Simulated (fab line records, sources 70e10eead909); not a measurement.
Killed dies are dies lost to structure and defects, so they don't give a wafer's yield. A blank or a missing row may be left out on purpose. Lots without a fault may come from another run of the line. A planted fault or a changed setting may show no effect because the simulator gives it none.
Tool commonality check | flow nand_harc | 1 lot, 3 wafers sampled

WHY IT WAS OPENED
At NHARC_END_SORT_01 the reading killed_at_periphery is flagged on 1 of 1 lot. Wafers without a fault read 4.7, standard deviation 2.9.
Rule: a lot is flagged when every wafer of it that has a number lies more than 4 standard deviations from that mean, or none has a number. The other lots count as sound.

lot  | measured     | on        | killed_at_periphery, wafer by wafer | flag
L606 | day 30 19:19 | prober-02 | 595 598 587                         | FLAGGED
The numbers of the flagged lots are 593.3 on average: +588.6 against the usual, or +99 or more standard deviations.

WHICH TOOL RAN EACH LOT
The record holds 4 process steps before the reading, out of a route of 1302 steps. In each cell: the tool, then ch and the chambers that the sampled wafers went through, then the start.
lot  | flag    | NHARC_P_M1_PVD_20                       | NHARC_P_M1_PVD_21            | NHARC_P_M1_PRE_CLEAN_32         | NHARC_P_M1_DEP_33
L606 | FLAGGED | pvd_sputter-02, day 13 05:34 or earlier | pvd_sputter-02, day 13 05:34 | pecvd-01 ch 0,1,2, day 13 06:58 | pecvd-01 ch 0,1,2, day 13 07:05
What these steps do:
- NHARC_P_M1_PVD_20: deposits TaN, target thk 5 nm, time 8.06 s.
- NHARC_P_M1_PVD_21: deposits Cu, target thk 30 nm, time 20.49 s.
- NHARC_P_M1_PRE_CLEAN_32: time 12 s.
- NHARC_P_M1_DEP_33: deposits SiCN, target thk 30 nm.
- NHARC_END_SORT_01

FLAGGED OVER TOTAL, TOOL BY TOOL (the gauges that took the reading come last)
step                    | tool           | lots run | flagged | share of the flagged lots | sound lots run after its first flagged lot
NHARC_P_M1_PVD_20       | pvd_sputter-02 | 1        | 1       | all                       | 0
NHARC_P_M1_PVD_21       | pvd_sputter-02 | 1        | 1       | all                       | 0
NHARC_P_M1_PRE_CLEAN_32 | pecvd-01       | 1        | 1       | all                       | 0
NHARC_P_M1_DEP_33       | pecvd-01       | 1        | 1       | all                       | 0
NHARC_END_SORT_01       | prober-02      | 1        | 1       | all                       | 0
NHARC_P_M1_PVD_20 gives no start for some lots, so the hours and the order of its lots are those of NHARC_P_M1_PVD_21.

WHAT THE TABLE ALLOWS
5 rows of the table ran every flagged lot: pvd_sputter-02 at NHARC_P_M1_PVD_20, pvd_sputter-02 at NHARC_P_M1_PVD_21, pecvd-01 at NHARC_P_M1_PRE_CLEAN_32, pecvd-01 at NHARC_P_M1_DEP_33, prober-02 at NHARC_END_SORT_01.
- pvd_sputter-02 at NHARC_P_M1_PVD_20: 1 of its 1 lot flagged. It ran no sound lot before its first flagged lot in this sample, so the start can't be narrowed down.
- pvd_sputter-02 at NHARC_P_M1_PVD_21: 1 of its 1 lot flagged. It ran no sound lot before its first flagged lot in this sample, so the start can't be narrowed down.
- pecvd-01 at NHARC_P_M1_PRE_CLEAN_32: 1 of its 1 lot flagged. It ran no sound lot before its first flagged lot in this sample, so the start can't be narrowed down.
- pecvd-01 at NHARC_P_M1_DEP_33: 1 of its 1 lot flagged. It ran no sound lot before its first flagged lot in this sample, so the start can't be narrowed down.
- prober-02 at NHARC_END_SORT_01: 1 of its 1 lot flagged. It ran no sound lot before its first flagged lot in this sample, so the start can't be narrowed down.
Counting lots can't tell these 3 tools apart, because each fits a fault that began at some hour. More lots, or a look at what each step does to the wafer, might.

WHAT THE SIMULATOR HAD PUT IN
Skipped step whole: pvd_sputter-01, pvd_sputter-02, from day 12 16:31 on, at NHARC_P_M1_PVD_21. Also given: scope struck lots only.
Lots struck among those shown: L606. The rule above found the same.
